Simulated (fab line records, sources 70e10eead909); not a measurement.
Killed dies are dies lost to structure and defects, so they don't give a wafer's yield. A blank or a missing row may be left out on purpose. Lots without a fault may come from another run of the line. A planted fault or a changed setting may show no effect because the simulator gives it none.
A struck lot beside a sound one | flow nand_harc | 41 steps out of a route of 1302
Sound: wafers L778.2, L778.3, L778.6. Struck: wafers L772.1, L772.4, L772.6. The cause comes at the end.
At each step with rows: each side's tool, then ch and its chambers, then its first start. Under that, the readings that differ: sound wafers | struck wafers | difference of the means | sigmas: that difference in standard deviations of wafers without a fault.
alike: readings whose means differ by less than 2 such deviations, and words and numbers that are the same on both sides. not compared: withheld readings, readings that some wafer has no value for, bounds like >300 that may hide the same value, and numbers for which the record gives no deviation and whose values overlap.
The two part at a step that has a row with sigmas, a row that says differs or no value, or rows on one side only. Numbers that don't overlap but have no deviation are shown without sigmas and don't part them. A reading that every wafer of one side lacks parts them only if that side has two wafers or more.

first, 2 steps without rows for these wafers: NHARC_A_CONTACT_PEB_06 (peb time 65 s); NHARC_A_CONTACT_DEVELOP_07 (develop time 35 s).
NHARC_A_CONTACT_CD_MEAS_08: target cd 200 nm.
  sound on cd_sem-01 ch 0, day 27 20:05; struck on cd_sem-01 ch 0, day 25 08:26
  alike: cd_nm
NHARC_A_CONTACT_OVL_MEAS_09:
  sound on overlay-02, day 27 20:10; struck on overlay-01, day 25 08:31
  reading           | sound          | struck         | difference | sigmas
  overlay_x_nm (nm) | -2.1 -1.9 -1.6 | 0.4 0.5 0.0    | +2.2       | +3
  overlay_y_nm (nm) | 1.3 1.2 1.3    | -0.5 -0.8 -0.9 | -2.0       | -2
NHARC_A_CONTACT_INSPECT_10:
  sound on defect_inspect-02, day 27 20:13; struck on defect_inspect-02, day 25 08:34
  alike: raw_defect_count
then, 1 step without rows for these wafers: NHARC_A_CONTACT_DESCUM_13 (chemistry O2, time 3 s).
NHARC_A_CONTACT_ETCH_88: etches the open film in CF4, target depth 39 nm, time 65 s.
  sound on rie_diel-04 ch 0,1,3, day 27 20:25; struck on rie_diel-04 ch 0,2,3, day 25 08:42
  alike: drypump_motor_current_A, oes_product_au, rf_vpp_V, showerhead_plenum_p_Torr, throttle_valve_pct
  not compared: rf_hours_counter_h
then, 4 steps without rows for these wafers: NHARC_A_CONTACT_ETCH_89 (etches the open film in N2/H2, target depth 260 nm, time 475.3 s); NHARC_A_CONTACT_ETCH_30 (etches the open film in CF4/CHF3, target depth 72.6 nm, time 36.3 s); NHARC_A_CONTACT_ETCH_31 (etches the open film in O2/COS, target depth 2800 nm, time 728 s); NHARC_A_CONTACT_ETCH_134 (etches the open film in C4F8/O2/Ar, time 140 s, target depth 700 nm).
NHARC_A_CONTACT_ETCH_135: etches the open film in C4F8/O2/Ar, time 311 s, target depth 1912 nm.
  sound on har_cap_etch-02 ch 0,1, day 27 21:40; struck on har_cap_etch-02 ch 0,1, day 25 09:59
  not compared: rf_hours_counter_h
NHARC_A_CONTACT_ETCH_136: etches the open film in C4F8/O2/Ar, time 311 s, target depth 1912 nm.
  sound on har_cap_etch-02 ch 0,1, day 27 21:56; struck on har_cap_etch-02 ch 0,1, day 25 10:16
  not compared: rf_hours_counter_h
then, 1 step without rows for these wafers: NHARC_A_CONTACT_ETCH_137 (etches the open film in C4F8/O2/Ar, time 311 s, target depth 1912 nm).
NHARC_A_CONTACT_ETCH_138: etches the open film in C4F8/O2/Ar, time 311 s, target depth 1914 nm.
  sound on har_cap_etch-02 ch 0,1, day 27 22:29; struck on har_cap_etch-02 ch 0,1, day 25 10:49
  not compared: rf_hours_counter_h
then, 1 step without rows for these wafers: NHARC_A_CONTACT_ETCH_139 (etches the open film in C4F8/O2/Ar, time 195 s, target depth 840 nm).
NHARC_A_CONTACT_ETCH_92: etches the open film in CH3F/O2, target depth 40 nm, time 85.7 s.
  sound on rie_diel-04 ch 0,2,3, day 27 23:20; struck on rie_diel-01 ch 0,2,3, day 25 11:36
  alike: drypump_motor_current_A, o2_flow_sccm, oes_product_au, rf_vpp_V, showerhead_plenum_p_Torr, throttle_valve_pct
  not compared: rf_hours_counter_h
NHARC_A_CONTACT_ETCH_98: etches the open film in C4F6/O2, target depth 20 nm, time 10 s.
  sound on rie_diel-04 ch 1,2,3; struck on rie_diel-01 ch 0,1,2
  alike: drypump_motor_current_A, o2_flow_sccm, oes_product_au, rf_vpp_V, showerhead_plenum_p_Torr, throttle_valve_pct
  not compared: rf_hours_counter_h
NHARC_A_CONTACT_CD_MEAS_15:
  sound on cd_sem-01, day 27 23:32; struck on cd_sem-01, day 25 11:50
  alike: cd_nm
then, 20 steps without rows for these wafers: NHARC_A_CONTACT_STRIP_107 (strips in N2/H2); NHARC_A_CONTACT_STRIP_108 (strips in CF4/CHF3); NHARC_A_CONTACT_STRIP_109 (strips in O2/COS); NHARC_A_CONTACT_ETCH_110 (etches the open film in CF4/O2, target depth 60 nm, overetch 6 nm, time 33 s); NHARC_A_CONTACT_STRIP_26 (strips in O2); NHARC_A_CONTACT_STRIP_27 (strips in post etch residue remover, time 600 s); NHARC_A_CONTACT_ALD_18 (deposits TiN, target thk 3 nm, pulse time 1 s, ald cycles 150); NHARC_A_CONTACT_CVD_19 (deposits W, target thk 300 nm, time 802 s); NHARC_A_CONTACT_CMP_20 (polishes, t overpolish 30 s, target thk 300 nm); NHARC_A_CONTACT_SRD_22; NHARC_A_BLC_DEHYDRATE_00 (time 120 s); NHARC_A_BLC_HMDS_01 (time 30 s); NHARC_A_BLC_COAT_02 (time 75 s); NHARC_A_BLC_COAT_03 (time 65 s); NHARC_A_BLC_COAT_04 (resist thk 90 nm); NHARC_A_BLC_SOFTBAKE_05 (time 55 s); NHARC_A_BLC_EBR_06; NHARC_A_BLC_EXPOSE_07 (exposes mask A BLC, target cd 100 nm); NHARC_A_BLC_PEB_08 (peb time 65 s); NHARC_A_BLC_DEVELOP_09 (develop time 35 s).
NHARC_A_BLC_CD_MEAS_10: target cd 100 nm.
  sound on cd_sem-01 ch 0, day 28 02:32; struck on cd_sem-01 ch 0, day 25 14:50
  alike: cd_nm
NHARC_END_SORT_01:
  the record has rows for the struck wafers here (prober-02 ch 0, day 27 12:22) and none for the sound ones

WHERE THEY PART
First at NHARC_A_CONTACT_OVL_MEAS_09; last, within this record, at NHARC_END_SORT_01.

WHY: what the simulator had put in
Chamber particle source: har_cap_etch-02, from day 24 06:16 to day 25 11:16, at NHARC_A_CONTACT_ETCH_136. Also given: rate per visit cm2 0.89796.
